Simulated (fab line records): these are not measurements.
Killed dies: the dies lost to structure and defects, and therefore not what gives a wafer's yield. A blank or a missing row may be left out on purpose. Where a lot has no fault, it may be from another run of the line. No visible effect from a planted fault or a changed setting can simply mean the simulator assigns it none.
fab line records	flow n5-finfet
record: lots: 10	wafers: 26	last-day: 18
route steps=1938 shown BEOL_M4@1111 BEOL_M6@1233 BEOL_M15@1818 MIM_TOP_ETCH@1852 MIM_BOT_ETCH@1868 PASSIVATION@1936
lots that met no fault: taken from a fault-free run of the same line
start-h: hours from the record's opening day to when the first of the lot's shown wafers began	wait-h: hours since the lot's step before	" repeats the value in the row above	L1.1+2: a row that stands for several wafers	- no value, or no start was given	* or withheld: withheld	< > ~ a bound
route shown NAME@n: NAME is a module with steps in the file, n the number in the route of the first one	usual: mean/standard deviation of fault-free wafers	same: alike in all rows	chamber/n: place in a boat	sites: readings site by site	_std_site: the values' standard deviation	_edge_site: mean of outer sites minus mean of inner sites	radius-mm: how far each site lies from the wafer's centre	mask NAME#n: copy n	behind: the tool/chamber that last shaped the wafer	hold: why the lot went on hold/how many hours it stayed there/how the hold came to an end	device: transistor that didn't switch, given as n, p or np	end of line: tests run on the same wafers once the route is complete	a step with no rows: only its recipe	killed: dies lost to structure and defects at the first sort, not the wafer's yield	map: a wafer's dies, marking killed ones x, the rest . and places with no die _
set.NAME: the setting the step ran with; set.NAME@STEP: the setting that earlier step ran with	model.NAME: the simulator's own value behind a step, which no gauge read
one table for each step of the route and one row for each wafer, over a sample of lots
services: from which hour (start-h, from the record's first day; less than 0 if before it) a tool's chamber was out of use, for how many hours, and why
== steps ==
step: N5_BEOL_M4_RC_MEAS_101
usual: DIBL_N: 36.3/1.6	DIBL_P: 36.4/2.1	IOFF_N: 0.16/0.032	IOFF_P: 0.22/0.044	ION_N: 675/12	ION_P: 463/8.3	SS_N: 71.6/0.64	SS_P: 73.3/0.67	VT_N: 250/3.3	VT_P: -250/3.7
lot.wafer	tool	chamber	start-h	wait-h	DIBL_N[mV/V]	DIBL_P[mV/V]	IOFF_N[nA/um]	IOFF_P[nA/um]	ION_N[uA/um]	ION_P[uA/um]	SS_N[mV/dec]	SS_P[mV/dec]	VT_N[mV]	VT_P[mV]
L930.3	prober-02	0	226.43	0.3	38.8	38.2	0.18	0.23	684	466	71.7	73.9	252	-247
L930.4	"	0	"	"	35.0	33.1	0.12	0.16	666	455	70.6	73.1	256	-255
L930.5	"	0	"	"	36.4	35.1	0.15	0.20	686	464	71.9	73.5	251	-251
L928.1	prober-01	0	227.39	0.0	33.7	33.5	0.13	0.19	671	471	71.2	72.6	252	-249
L928.4	"	0	"	"	33.8	33.5	0.12	0.19	659	464	71.0	73.0	254	-249
L928.5	"	0	"	"	35.0	35.4	0.15	0.22	664	463	71.5	72.8	250	-251
L933.2	prober-01	0	231.91	0.2	35.5	36.4	0.16	0.22	679	465	71.4	73.5	248	-251
L933.4	"	0	"	"	35.7	36.0	0.15	0.21	668	457	71.8	72.9	251	-248
L933.6	"	0	"	"	34.7	34.5	0.13	0.18	663	451	71.7	73.5	253	-250
L935.1	prober-01	0	254.70	0.0	38.7	39.0	0.20	0.32	664	472	73.3	73.9	248	-242
L935.4	"	0	"	"	38.2	39.1	0.18	0.32	683	477	71.7	73.5	249	-244
L935.6	"	0	"	"	37.8	37.9	0.18	0.31	686	484	72.3	73.8	247	-240
L936.1	prober-02	0	257.00	0.0	35.4	35.7	0.15	0.18	665	457	71.2	72.8	251	-254
L936.2	"	0	"	"	37.9	38.7	0.21	0.23	697	468	71.7	74.1	246	-250
L936.6	"	0	"	"	36.7	37.3	0.18	0.20	674	454	71.2	73.0	249	-251
L937.2	prober-01	0	284.45	0.2	37.5	36.6	0.17	0.23	674	463	71.9	73.4	247	-249
L937.4	"	0	"	"	38.0	38.8	0.20	0.28	689	475	71.8	73.5	246	-247
L943.2	prober-02	0	310.10	0.2	34.7	33.9	0.13	0.19	669	460	70.9	72.7	251	-249
L943.6	"	0	"	"	35.0	33.9	0.14	0.20	676	463	71.5	72.5	251	-248
L946.5	prober-02	0	317.67	0.6	34.8	33.8	0.12	0.14	676	460	71.0	73.8	253	-256
L946.6	"	0	"	"	33.7	31.3	0.09	0.12	651	442	70.2	71.9	258	-259
L947.2	prober-01	0	321.76	0.2	34.4	34.3	0.15	0.21	678	465	71.0	72.0	246	-247
L947.3	"	0	"	"	35.5	36.6	0.17	0.25	699	479	72.3	73.0	247	-246
L947.6	"	0	"	"	38.4	40.4	0.24	0.32	690	468	72.9	74.0	243	-243
L945.5	prober-02	0	324.10	0.6	35.3	35.1	0.13	0.19	668	464	71.1	73.3	255	-249
L945.6	"	0	"	"	37.3	37.6	0.18	0.23	685	467	71.3	73.4	244	-249
step: N5_BEOL_M6_ETCH_66
recipe: chemistry: N2/H2	target: SOC	target-depth-a: 800	overetch-a: 160	mask-material: SiARC	temp-c: 40	time-s: 120	ion-energy-ev: 200	pressure-mtorr: 30	source-w: 840	bias-w: 150	n2-flow-sccm: 200	h2-flow-sccm: 200
usual: drypump-motor-current-A: 5.8/0.53	oes-product-au: 0.60/0.079	rf-vpp-V: 524.6/2.6	showerhead-plenum-p-Torr: 2.57/0.09	throttle-valve-pct: 17.8/0.33
lot.wafer	tool	chamber	start-h	wait-h	drypump-motor-current-A	oes-product-au	rf-hours-counter-h	rf-vpp-V	showerhead-plenum-p-Torr	throttle-valve-pct
L930.3	rie-diel-06	1	248.10	0.0	5.2	0.53	218	525.1	2.61	17.8
L930.4	"	0	"	"	5.9	0.55	210	524.9	2.62	18.1
L930.5	"	1	"	"	5.2	0.53	-	526.7	2.61	17.8
L933.2	rie-diel-03	1	251.50	0.0	5.9	0.57	188	527.5	2.64	18.5
L933.4	"	0	"	"	4.9	0.68	-	521.8	2.49	17.4
L933.6	"	2	"	"	5.6	0.54	-	521.6	2.41	17.8
L928.1	rie-diel-06	3	251.83	0.0	6.8	0.53	244	526.2	2.61	17.9
L928.4	"	0	"	"	5.9	0.56	211	525.9	2.62	18.1
L928.5	"	0	"	"	5.9	0.56	-	525.8	2.62	18.1
L935.1	rie-diel-06	2	273.63	0.0	6.1	0.51	248	525.5	2.62	18.1
L935.4	"	1	"	"	5.2	0.52	-	526.0	2.61	17.8
L935.6	"	0	"	"	5.9	0.55	-	525.8	2.62	18.1
L936.1	rie-diel-06	2	277.43	0.0	6.2	0.52	249	524.7	2.61	18.1
L936.2	"	1	"	"	5.2	0.52	228	525.2	2.61	17.8
L936.6	"	0	"	"	5.9	0.55	-	526.1	2.62	18.1
L937.2	rie-diel-06	1	301.66	0.0	5.2	0.51	239	526.1	2.60	17.8
L937.4	"	1	"	"	5.2	0.52	-	527.1	2.60	17.8
L943.2	rie-diel-06	2	335.04	0.0	6.3	0.71	7	527.4	2.61	17.7
L943.6	"	1	"	"	5.2	0.46	-	525.0	2.60	17.8
L947.2	rie-diel-03	1	336.87	0.0	6.0	0.56	218	525.0	2.62	18.5
L947.3	"	2	"	"	5.6	0.53	233	521.1	2.40	17.9
L947.6	"	2	"	"	5.6	0.53	-	520.7	2.40	17.9
L945.5	rie-diel-06	3	341.61	0.0	6.8	0.62	-	526.3	2.60	17.5
L945.6	"	0	"	"	5.9	0.48	-	525.0	2.61	18.1
L946.5	rie-diel-06	0	344.65	0.0	5.9	0.48	-	525.5	2.61	18.1
L946.6	"	2	"	"	6.2	0.64	-	523.9	2.61	17.7
step: N5_BEOL_M15_PRE_CLEAN_42
recipe: gas: H2/He	time-s: 30	temp-c: 300
usual: heater-power-w: 471/64
lot.wafer	tool	chamber	start-h	wait-h	heater-power-w
L930.3	pvd-sputter-03	-	336.48	0.0	462
L930.4	"	-	"	"	458
L930.5	"	-	"	"	593
L933.2	pvd-sputter-03	-	338.24	0.0	475
L933.4	"	-	"	"	600
L933.6	"	-	"	"	394
L928.1	pvd-sputter-02	-	340.76	0.0	419
L928.4	"	-	"	"	423
L928.5	"	-	"	"	489
L936.1	pvd-sputter-01	-	346.73	0.0	480
L936.2	"	-	"	"	452
L936.6	"	-	"	"	437
L935.1	pvd-sputter-01	-	356.97	0.0	500
L935.4	"	-	"	"	400
L935.6	"	-	"	"	490
L937.2	pvd-sputter-01	-	373.17	0.0	405
L937.4	"	-	"	"	500
L947.2	pvd-sputter-03	-	396.33	0.0	393
L947.3	"	-	"	"	454
L947.6	"	-	"	"	478
L943.2	pvd-sputter-03	-	408.02	0.0	592
step: N5_MIM_TOP_ETCH_STRIP_01
recipe: chemistry: O2	power-w: 600	temp-c: 60	pressure-mtorr: 30	rf-frequency-hz: 6e+07	bias-power-w: 0	overash-fraction: 0.5	o2-flow-sccm: 225
usual: drypump-motor-current-A: 5.7/0.49	oes-product-au: 0.82/0.079	rf-vpp-V: 3.7/1.6	showerhead-plenum-p-Torr: 2.08/0.07	throttle-valve-pct: 16.67/0.17
lot.wafer	tool	chamber	start-h	wait-h	drypump-motor-current-A	oes-product-au	rf-hours-counter-h	rf-vpp-V	showerhead-plenum-p-Torr	throttle-valve-pct
L930.3	rie-diel-01	0	342.07	0.1	6.1	0.86	36	3.2	2.12	16.66
L930.4	"	3	"	"	6.3	0.85	-	2.8	2.01	16.58
L930.5	"	0	"	"	6.1	0.86	-	3.5	2.12	16.68
L933.2	rie-diel-05	0	344.12	0.2	4.7	0.69	245	2.9	2.16	17.00
L933.4	"	1	"	"	5.9	0.83	102	4.5	2.22	16.96
L933.6	"	1	"	"	5.9	0.83	-	3.2	2.22	16.96
L928.1	rie-diel-05	0	346.47	0.4	4.7	0.67	246	2.6	2.16	17.03
L928.4	"	2	"	"	5.5	0.73	190	2.3	2.02	16.89
L928.5	"	0	"	"	4.7	0.67	-	5.5	2.16	17.03
L936.1	rie-diel-04	1	351.38	0.1	5.7	0.80	116	2.6	2.03	16.83
L936.2	"	2	"	"	5.5	0.73	186	2.6	1.98	16.56
L936.6	"	1	"	"	5.7	0.79	-	4.5	2.03	16.81
L935.1	rie-diel-01	0	362.31	0.1	6.1	0.86	45	5.2	2.12	16.69
L935.4	"	0	"	"	6.1	0.86	-	3.8	2.12	16.68
L935.6	"	3	"	"	6.3	0.82	-	6.8	2.01	16.61
L937.2	rie-diel-04	0	378.82	0.1	5.8	0.88	28	3.9	2.04	16.50
L937.4	"	1	"	"	5.7	0.79	124	3.4	2.03	16.87
L947.2	rie-diel-01	3	400.66	0.1	6.3	0.82	100	3.5	2.01	16.56
L947.3	"	2	"	"	5.1	0.77	110	2.6	2.12	16.65
L947.6	"	0	"	"	6.1	0.82	-	3.6	2.12	16.72
L943.2	rie-diel-01	2	413.51	0.2	5.1	0.77	113	3.0	2.12	16.62
step: N5_MIM_BOT_ETCH_ETCH_00
recipe: chemistry: Cl2/BCl3	target: TiN	target-depth-a: 455	ion-energy-ev: 150	pressure-mtorr: 10	icp-w: 1000	bias-w: 126	Cl2_flow_sccm: 53.25	bcl3-flow-sccm: 21.75	Ar_flow_sccm: 25
usual: drypump-motor-current-A: 5.5/0.58	oes-product-au: 0.84/0.069	throttle-valve-pct: 21.84/0.26
lot.wafer	tool	chamber	start-h	wait-h	drypump-motor-current-A	oes-product-au	rf-hours-counter-h	throttle-valve-pct
L930.3	rie-metal-03	1	342.99	0.2	6.0	0.96	-	21.53
L930.4	"	1	"	"	6.0	0.96	-	21.52
L930.5	"	1	"	"	6.0	0.95	-	21.54
L933.2	rie-metal-02	0	345.14	0.1	4.9	0.91	8	21.61
L933.4	"	1	"	"	6.3	0.83	-	22.06
L933.6	"	0	"	"	4.9	0.89	-	21.63
L928.1	rie-metal-03	1	347.35	0.1	6.0	0.95	3	21.55
L928.4	"	0	"	"	5.2	0.79	-	22.18
L928.5	"	1	"	"	6.0	0.97	-	21.54
L936.1	rie-metal-02	1	352.26	0.1	6.3	0.82	32	22.06
L936.2	"	0	"	"	4.9	0.89	9	21.64
L936.6	"	0	"	"	4.8	0.90	-	21.64
L935.1	rie-metal-01	1	363.21	0.1	5.6	0.76	42	21.65
L935.4	"	0	"	"	4.9	0.81	-	21.87
L935.6	"	1	"	"	5.6	0.76	-	21.62
L937.2	rie-metal-02	0	379.60	0.1	4.8	0.89	11	21.63
L937.4	"	0	"	"	4.8	0.88	-	21.63
L947.2	rie-metal-02	0	401.54	0.1	4.8	0.88	12	21.64
L947.3	"	1	"	"	6.4	0.82	-	22.07
L947.6	"	1	"	"	6.4	0.81	-	22.05
L943.2	rie-metal-02	0	414.45	0.1	4.8	0.87	12	21.64
step: N5_PASSIVATION_PROBE_49
usual: defect-limited-yield: 91.4/1.2	killed_at_M0_to_M3: 35/11	killed_at_M4_up: 14/6	killed-at-contacts: 12/6.7	killed-at-front-end: 37/9.7	killed-at-other: 3.5/2.5	killed-dies: 102/15	killed-on-rim: 13/3.6	killed-open: 67/12	killed-short: 33/7.3	sort_bin_5_function: 5.1/0.81	sort_bin_6_memory: 3.2/0.65	sort-n-pass: 1078/15	sort-yield-pct: 91.4/1.2
same: gross-dies: 1180	killed-at-back-side: 0	sort_bin_4_leakage[%]: 0	sort_bin_8_speed[%]: 0
lot.wafer	tool	chamber	start-h	wait-h	defect-limited-yield[%]	killed_at_M0_to_M3	killed_at_M4_up	killed-at-contacts	killed-at-front-end	killed-at-other	killed-dies	killed-on-rim	killed-open	killed-short	sort_bin_5_function[%]	sort_bin_6_memory[%]	sort-n-pass	sort-yield-pct[%]
L943.2	prober-01	-	422.06	0.1	89.1	52	17	19	30	11	129	13	91	37	7.1	3.5	1051	89.1
L943.6	prober-01	-	422.26	0.3	0	25	1118	4	30	3	1180	152	50	29	97.3	2.6	0	0
L945.5	prober-02	-	425.96	0.2	0	35	1110	7	21	7	1180	152	56	22	97.5	2.2	0	0
L945.6	prober-02	-	426.01	0.3	0.1	52	1086	7	27	7	1179	151	70	32	96.1	3.6	1	0.1
L946.5	prober-01	-	430.25	0.2	0	28	1085	13	51	3	1180	152	82	25	96.4	3.3	0	0
L946.6	prober-01	-	430.30	0.3	1.1	29	1102	5	31	0	1167	152	54	24	96.0	2.8	13	1.1
killed by level:class
L943.2 MOL_CONTACT_COAG:geometric-particle:open=15 BEOL_M0_SAQP:geometric-particle:short=13 BEOL_M2:geometric-particle:open=13 BEOL_M0_SAQP:geometric-particle:open=12 BEOL_M4:geometric-particle:open=10 STI_FIN_REVEAL:geometric-particle:open=8 DUMMY_GATE:geometric-particle:open=7 FIN_SAQP:geometric-particle:open=5
L943.6 BEOL_M6:area-etch=1099 BEOL_M0_SAQP:geometric-particle:short=8 FIN_SAQP:geometric-particle:open=7 STI_FIN_REVEAL:geometric-particle:open=6 BEOL_M0_SAQP:geometric-particle:open=6 BEOL_M4:geometric-particle:open=6 FIN_SAQP:geometric-particle:short=5 BEOL_M3:geometric-particle:open=3
L945.5 BEOL_M6:area-etch=1101 BEOL_M3:geometric-particle:open=9 MOL_CONTACT_COAG:geometric-particle:open=6 BEOL_M2:geometric-particle:open=6 BEOL_M0_SAQP:geometric-particle:open=5 BEOL_M1:geometric-particle:open=4 BEOL_M4:geometric-particle:open=4 FIN_SAQP:geometric-particle:open=3
L945.6 BEOL_M6:area-etch=1077 BEOL_M0_SAQP:geometric-particle:open=17 BEOL_M0_SAQP:geometric-particle:short=9 BEOL_M3:geometric-particle:open=8 BEOL_M1:geometric-particle:open=7 GATE_CUT:geometric-particle:open=6 BEOL_M3:geometric-particle:short=5 FIN_SAQP:geometric-particle:open=4
L946.5 BEOL_M6:area-etch=1072 MOL_CONTACT_COAG:geometric-particle:open=12 BEOL_M0_SAQP:geometric-particle:open=12 STI_FIN_REVEAL:geometric-particle:open=9 DUMMY_GATE:geometric-particle:open=9 STARTING-WAFER:geometric-particle:open=7 GATE_CUT:geometric-particle:open=6 FIN_SAQP:geometric-particle:short=4
L946.6 BEOL_M6:area-etch=1089 BEOL_M1:geometric-particle:open=9 DUMMY_GATE:geometric-particle:open=5 BEOL_M0_SAQP:geometric-particle:open=5 BEOL_M3:geometric-particle:open=5 STI_FIN_REVEAL:geometric-particle:open=4 GATE_CUT:geometric-particle:short=4 MOL_CONTACT_COAG:geometric-particle:open=4
== services ==
tool	chamber	start-h	hours	kind
rie-diel-03	2	232.24	9.5	repair
rie-diel-06	-	234.94	0.5	repair
rie-diel-01	-	240.37	5.9	repair
rie-diel-03	3	245.80	5.4	repair
rie-diel-01	2	252.91	26.0	repair
rie-diel-01	-	253.32	6.4	repair
rie-diel-06	3	268.66	-	clean
rie-diel-06	3	268.66	-	consumable-replace:focus-ring
rie-diel-01	0	301.70	3.2	repair
rie-metal-02	-	325.49	1.1	repair
rie-metal-01	1	339.18	17.2	repair
rie-metal-03	0	339.98	5.8	repair
rie-diel-06	-	367.66	0.3	repair
rie-metal-01	1	374.88	1.7	repair
pvd-sputter-01	-	376.86	2.8	repair
rie-diel-01	0	378.42	9.6	repair
rie-diel-05	3	378.97	14.3	repair
rie-diel-05	0	379.15	1.6	repair
rie-metal-02	0	383.10	15.2	repair
rie-diel-06	0	391.80	48.8	repair
rie-diel-04	0	399.11	26.0	repair
rie-diel-04	2	402.36	8.4	repair
rie-diel-06	1	404.37	14.4	repair
rie-metal-02	0	408.68	5.2	repair
== key ==
first-sign: step: N5_PASSIVATION_PROBE_49	reading: killed_at_M4_up	direction: up	sigmas: 99+	usual: 14	struck: 1100
effect: step: N5_PASSIVATION_PROBE_49	reading: sort_bin_5_function	direction: up	sigmas: 99+	usual: 5.1	struck: 96.7
more-kills-born-at: N5_BEOL_M6_ETCH_66@rie-diel-06: 5438
met-at N5_BEOL_M6_ETCH_66
struck-lots L943,L945,L946
struck-wafers L943.6,L945.5,L945.6,L946.5,L946.6
later-rows-left-out L943.6,L945.5,L945.6,L946.5,L946.6
not-acting-at N5_BEOL_M15_PRE_CLEAN_42,N5_MIM_TOP_ETCH_STRIP_01,N5_MIM_BOT_ETCH_ETCH_00
onset-between 301.66 335.04
fault: kind: process-parameter-drift	tool: rie-diel-06	chamber: -	onset-h: 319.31	steps: N5_BEOL_M6_ETCH_66	channel: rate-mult	offset: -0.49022	shape: step	end-h: 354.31	scope: struck-wafers-only
later-rows-left-out: the simulator's readings of these wafers behind a module that went badly wrong aren't trusted and aren't shown, but for the sort
